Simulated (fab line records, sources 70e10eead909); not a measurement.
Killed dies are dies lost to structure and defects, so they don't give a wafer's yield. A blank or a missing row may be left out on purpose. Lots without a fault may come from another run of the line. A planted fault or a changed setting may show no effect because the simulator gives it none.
Chamber matching | flow nand_harc | NHARC_A_STAIRCASE_DESCUM_186 on rie_diel-07: 4 sister chambers
The step chemistry O2, time 3 s. 7 wafers are shown with their chamber, then 7 later ones without.

WAFERS WITH THEIR CHAMBER
wafer  | chamber | drypump_motor_current_A (A) | showerhead_plenum_p_Torr (Torr)
L074.4 | 3       | 5.4                         | 1.95
L076.3 | 0       | 6.3                         | 1.86
L078.3 | 2       | 6.7                         | 1.95
L085.2 | 0       | 6.2                         | 1.86
L085.3 | 2       | 6.6                         | 1.94
L091.2 | 1       | 5.7                         | 1.91
L091.5 | 1       | 5.7                         | 1.91

WAFERS WITHOUT THEIR CHAMBER
wafer  | drypump_motor_current_A (A) | showerhead_plenum_p_Torr (Torr)
L091.6 | 6.3                         | 1.85
L096.2 | 6.3                         | 1.84
L096.4 | 5.7                         | 1.90
L096.5 | 6.6                         | 1.93
L095.2 | 5.7                         | 1.90
L095.4 | 6.3                         | 1.84
L095.5 | 6.7                         | 1.93

WHICH CHAMBER EACH WENT THROUGH
wafer  | from the rows above | in truth
L091.6 | 0                   | 0
L096.2 | 0                   | 0
L096.4 | 1                   | 1
L096.5 | 2                   | 2
L095.2 | 1                   | 1
L095.4 | 0                   | 0
L095.5 | 2                   | 2
Placed correctly: 7 of 7. Can't be placed from these rows: 0. Placed wrongly: 0.
How it was worked out, from the rows above alone: a wafer's distance from a chamber is the root of the sum, over the readings, of the square of ((its reading less the chamber's mean) divided by the reading's scatter). The wafer belongs to the nearest chamber; if the next one is less than 2 further off, it can't be placed. A chamber's mean is the mean of its shown wafers. The scatter: the root of (the sum of the squares of (reading less its chamber's mean) over the shown wafers, divided by (wafers less chambers)).
